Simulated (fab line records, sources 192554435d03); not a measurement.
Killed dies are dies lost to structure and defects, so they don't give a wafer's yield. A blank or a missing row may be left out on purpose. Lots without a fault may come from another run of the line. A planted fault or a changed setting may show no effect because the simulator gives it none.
fab line records | flow n5_finfet | part 2 of 2: steps 29 to 37 of 37
record lots=5 wafers=15 last_day=19
route steps=1938 shown WELL_APT@33 PMOS_HMC_CHANNEL_EPI@57
lots that met no fault: from a run of the same line without faults
start_h: hours from the record's first day to the start of the lot's first wafer shown | wait_h: hours since the lot's step before | " the same as in the row above | L1.1+2: a row that stands for several wafers | - no value, or no start given | * or withheld: withheld | < > ~ a bound
route shown NAME@n: a module of which the file shows steps, and the number in the route of the first | usual: mean/standard deviation of fault-free wafers | same: alike in all rows | chamber/n: place in a boat | sites: the reading at each site | _std_site: their standard deviation | _edge_site: outer sites' mean less inner sites' | radius_mm: how far each site lies from the wafer's centre | mask NAME#n: copy n | behind: the tool/chamber that last shaped the wafer | hold: why the lot was held/for how many hours/how that ended | device: the transistor (n, p or np) that didn't switch | end of line: the same wafers' tests at the end of the route | a step without rows: its recipe alone | killed: dies lost to structure and defects at the first sort, not the wafer's yield | map: a wafer's dies, x killed, . not, _ none there
set.NAME: the setting as run; set.NAME@STEP: as run at that earlier step | model.NAME: the simulator's own value behind a step, which no gauge read
lots at some steps of the route; a table a step, a row a wafer
services: from which hour (start_h, from the record's first day; less than 0 if before it) a tool's chamber was out of use, for how many hours, and why
## steps
# step N5_PMOS_HMC_CHANNEL_EPI_SOFTBAKE_04
# recipe temp_c=110 time_s=60 resist=CAR-ArF-block
# usual exhaust_pa=44.9/0.88
# columns lot.wafer tool chamber start_h wait_h exhaust_pa
L079.1 litho_track-01 0 - - 45.3
L079.2 " 0 " " 43.6
L079.5 " 0 " " 44.8
L083.3 litho_track-02 0 - - 45.0
L083.4 " 0 " " 45.5
L083.5 " 0 " " 44.0
L089.2 litho_track-02 0 - - 45.5
L089.5 " 0 " " 46.5
L089.6 " 0 " " 45.1
L090.3 litho_track-05 0 - - 45.0
L090.4 " 0 " " 45.5
L090.5 " 0 " " 45.3
L096.3 litho_track-05 0 - - 45.1
L096.5 " 0 " " 45.5
L096.6 " 0 " " 45.7
# step N5_PMOS_HMC_CHANNEL_EPI_EXPOSE_06
# recipe mask_id=PMOS_HMC_BLK na=1.35 source_shape=conventional sigma_outer=0.8 polarization=unpolarized target_cd_nm=240 dose_mj=41
# columns lot.wafer tool chamber start_h wait_h mask
L079.1+2+5 arfi_scanner-02 0 47.18 - PMOS_HMC_BLK#0
L083.3+4+5 arfi_scanner-03 0 71.34 - PMOS_HMC_BLK#0
L089.2+5+6 arfi_scanner-01 0 107.43 - PMOS_HMC_BLK#0
L090.3+4+5 arfi_scanner-01 0 112.95 - PMOS_HMC_BLK#0
L096.3+5+6 arfi_scanner-03 0 149.15 - PMOS_HMC_BLK#0
# step N5_PMOS_HMC_CHANNEL_EPI_PEB_07
# recipe peb_temp_c=110 peb_time_s=60 resist=CAR-ArF-block
# usual exhaust_pa=45.0/0.78
# columns lot.wafer tool chamber start_h wait_h exhaust_pa
L079.1 litho_track-01 0 47.24 0.1 44.2
L079.2 " 0 " " 45.2
L079.5 " 0 " " 43.1
L083.3 litho_track-01 0 71.38 0.0 45.4
L083.4 " 0 " " 46.2
L083.5 " 0 " " 45.9
L089.2 litho_track-01 0 107.48 0.0 45.1
L089.5 " 0 " " 45.1
L089.6 " 0 " " 45.0
L090.3 litho_track-01 0 113.00 0.0 46.3
L090.4 " 0 " " 45.3
L090.5 " 0 " " 45.1
L096.3 litho_track-02 0 149.19 0.0 44.0
L096.5 " 0 " " 45.5
L096.6 " 0 " " 45.0
# step N5_PMOS_HMC_CHANNEL_EPI_DEVELOP_08
# recipe develop_time_s=30 developer=TMAH resist=CAR-ArF-block dev_temp_c=23 rinse_liquid=diw dry=air_spin
# usual exhaust_pa=45.1/0.83
# same develop_time_s=30
# columns lot.wafer tool chamber start_h wait_h exhaust_pa
L079.1 litho_track-01 0 - - 45.1
L079.2 " 0 " " 44.8
L079.5 " 0 " " 45.5
L083.3 litho_track-01 0 - - 46.5
L083.4 " 0 " " 44.7
L083.5 " 0 " " 45.0
L089.2 litho_track-01 0 - - 43.3
L089.5 " 0 " " 44.3
L089.6 " 0 " " 44.3
L090.3 litho_track-01 0 - - 45.7
L090.4 " 0 " " 46.4
L090.5 " 0 " " 45.8
L096.3 litho_track-02 0 - - 45.6
L096.5 " 0 " " 44.6
L096.6 " 0 " " 45.4
# step N5_PMOS_HMC_CHANNEL_EPI_CD_MEAS_09
# recipe target_cd_nm=237.4 landing_energy_ev=500 detector=se_inlens
# usual cd_nm=238.1/0.88
# columns lot.wafer tool chamber start_h wait_h cd_nm
L079.1 cd_sem-01 0 47.31 - 239.5
L079.2 " 0 " " 238.3
L079.5 " 0 " " 239.9
L083.3 cd_sem-01 0 71.45 - 239.1
L083.4 " 0 " " 238.4
L083.5 " 0 " " 238.3
L089.2 cd_sem-01 0 107.55 - 238.9
L089.5 " 0 " " 238.7
L089.6 " 0 " " 238.6
L090.3 cd_sem-03 0 113.07 - 239.0
L090.4 " 0 " " 238.0
L090.5 " 0 " " 239.5
L096.3 cd_sem-01 0 149.26 - 236.2
L096.5 " 0 " " 239.4
L096.6 " 0 " " 239.0
# step N5_PMOS_HMC_CHANNEL_EPI_OVL_MEAS_10
# recipe points_per_wafer=44
# usual PMOS_HMC_BLK_OVL=0.0/0.88
# columns lot.wafer tool chamber start_h wait_h PMOS_HMC_BLK_OVL[nm]
L079.1 overlay-01 0 47.34 0.0 0.0
L079.2 " 0 " " 1.2
L079.5 " 0 " " 0.9
L083.3 overlay-02 0 71.48 0.0 -0.7
L083.4 " 0 " " -0.3
L083.5 " 0 " " -1.7
L089.2 overlay-01 0 107.58 0.0 -0.4
L089.5 " 0 " " 0.2
L089.6 " 0 " " -0.1
L090.3 overlay-02 0 113.10 0.0 0.2
L090.4 " 0 " " -0.1
L090.5 " 0 " " -0.4
L096.3 overlay-01 0 149.29 0.0 1.4
L096.5 " 0 " " 0.0
L096.6 " 0 " " 0.2
# step N5_PMOS_HMC_CHANNEL_EPI_INSPECT_11
# recipe mode=adi inspect_instrument=macro
# usual raw_defect_count=2.0/1.4
# columns lot.wafer tool chamber start_h wait_h raw_defect_count
L079.1 defect_inspect-01 - 47.36 0.0 2
L079.2 " - " " 5
L079.5 " - " " 1
L083.3 defect_inspect-01 - 71.50 0.0 1
L083.4 " - " " 3
L083.5 " - " " 0
L089.2 defect_inspect-01 - 107.60 0.0 2
L089.5 " - " " 1
L089.6 " - " " 1
L090.3 defect_inspect-01 - 113.12 0.0 2
L090.4 " - " " 1
L090.5 " - " " 4
L096.3 defect_inspect-01 - 149.31 0.0 3
L096.5 " - " " 0
L096.6 " - " " 2
# step N5_PMOS_HMC_CHANNEL_EPI_DESCUM_14
# recipe chemistry=O2 time_s=7.9 source_power_w=50 bias_power_w=20 pressure_mtorr=20 rf_frequency_hz=2.712e+07 temp_c=40 resist=CAR-ArF-block o2_flow_sccm=225
# usual chamber_pressure_mTorr=19.999/0.018 drypump_motor_current_A=5.5/0.5 oes_product_au=0.82/0.092 rf_vpp_V=243.5/1.3 showerhead_plenum_p_Torr=2.11/0.078 throttle_valve_pct=20.51/0.22
# columns lot.wafer tool chamber start_h wait_h chamber_pressure_mTorr drypump_motor_current_A oes_product_au rf_hours_counter_h rf_vpp_V showerhead_plenum_p_Torr throttle_valve_pct
L079.1 rie_diel-05 3 47.40 0.0 19.987 5.0 0.97 2 242.6 2.04 20.13
L079.2 " 0 " " 20.023 4.7 0.75 152 244.2 2.19 20.62
L079.5 " 3 " " 20.051 5.0 0.97 - 241.6 2.04 20.13
L083.3 rie_diel-01 3 71.54 0.0 19.989 6.3 0.69 249 243.5 2.04 20.66
L083.4 " 1 " " 20.007 6.2 0.74 162 243.1 2.20 20.49
L083.5 " 0 " " 19.999 6.1 0.71 - 242.7 2.14 20.72
L089.2 rie_diel-05 1 107.68 0.1 20.021 5.9 0.92 28 245.9 2.24 20.67
L089.5 " 0 " " 20.034 4.7 0.73 - 244.0 2.18 20.66
L089.6 " 1 " " 19.961 5.9 0.92 - 245.8 2.24 20.67
L090.3 rie_diel-04 0 113.16 0.0 19.983 5.8 0.72 197 242.8 2.06 20.58
L090.4 " 1 " " 20.009 5.8 0.89 - 242.2 2.05 20.51
L090.5 " 3 " " 20.014 5.8 0.72 - 242.0 2.09 20.79
L096.3 rie_diel-01 3 149.35 0.0 19.985 6.3 0.92 22 241.8 2.03 20.22
L096.5 " 1 " " 19.992 6.2 0.72 - 244.4 2.19 20.54
L096.6 " 3 " " 20.016 6.3 0.91 - 241.9 2.03 20.20
# step N5_PMOS_HMC_CHANNEL_EPI_ETCH_32
# recipe chemistry=N2/H2 target=BARC stop_on=SiO2 target_depth_a=858 over_etch_frac=0.3 time_s=50.3 ion_energy_ev=200 mask_material=CAR-ArF-block pressure_mtorr=30 source_w=840 bias_w=150 n2_flow_sccm=200 h2_flow_sccm=200
# usual chamber_pressure_mTorr=30.002/0.026 drypump_motor_current_A=5.5/0.51 oes_product_au=0.69/0.075 rf_vpp_V=524.4/2.5 showerhead_plenum_p_Torr=2.56/0.095 throttle_valve_pct=17.92/0.23
# columns lot.wafer tool chamber start_h wait_h chamber_pressure_mTorr drypump_motor_current_A oes_product_au rf_hours_counter_h rf_vpp_V showerhead_plenum_p_Torr throttle_valve_pct
L079.1 rie_diel-05 3 47.43 0.0 29.980 5.0 0.83 2 521.3 2.49 17.69
L079.2 " 0 " " 30.015 4.7 0.64 153 525.9 2.67 18.06
L079.5 " 3 " " 30.020 5.0 0.82 - 524.0 2.49 17.70
L083.3 rie_diel-01 3 71.57 0.0 30.006 6.4 0.60 249 522.5 2.49 18.14
L083.4 " 1 " " 30.041 6.2 0.62 162 525.8 2.64 17.83
L083.5 " 0 " " 30.003 6.1 0.61 - 527.7 2.64 18.39
L089.2 rie_diel-05 1 107.71 0.0 30.014 5.9 0.79 28 528.9 2.71 18.10
L089.5 " 0 " " 29.961 4.7 0.63 - 526.0 2.66 18.08
L089.6 " 1 " " 29.990 5.9 0.78 - 528.2 2.71 18.10
L090.3 rie_diel-04 0 113.19 0.0 30.008 5.8 0.61 197 521.7 2.53 18.19
L090.4 " 1 " " 30.042 5.8 0.75 - 522.8 2.48 17.88
L090.5 " 3 " " 30.035 5.8 0.62 - 523.6 2.53 18.20
L096.3 rie_diel-01 3 149.38 0.0 30.022 6.3 0.77 22 522.4 2.48 17.70
L096.5 " 1 " " 30.035 6.2 0.61 - 526.7 2.63 17.87
L096.6 " 3 " " 30.019 6.4 0.78 - 521.7 2.48 17.69
## services
# columns tool chamber start_h hours kind
rie_diel-05 - 25.24 0.2 repair
epi_rpcvd-04 - 28.07 1.5 repair
implanter-01 - 30.94 1.1 repair
epi_rpcvd-04 - 33.15 14.6 pm
implanter-01 - 34.49 3.1 repair
krf_scanner-02 - 38.33 3.6 pm
arfi_scanner-01 - 42.45 4.9 pm
pecvd-03 - 43.34 5.4 repair
rie_diel-02 3 46.09 4.0 repair
arfi_scanner-03 - 46.14 15.2 repair
pecvd-04 2 47.96 119.5 repair
arfi_scanner-01 - 48.36 3.9 pm
rie_diel-02 - 56.46 2.8 pm
krf_scanner-01 - 63.23 1.0 pm
rtp_anneal-01 - 68.38 2.8 pm
rie_diel-01 0 75.56 1.7 repair
implanter-01 - 77.05 1.8 repair
implanter-02 - 78.97 11.3 pm
rie_diel-05 1 80.42 9.3 repair
krf_scanner-01 - 101.03 0.8 pm
rie_diel-01 0 117.38 36.7 repair
wet_bench-05 - 126.25 1.9 repair
krf_scanner-01 - 126.66 1.3 pm
implanter-01 - 138.18 21.7 repair
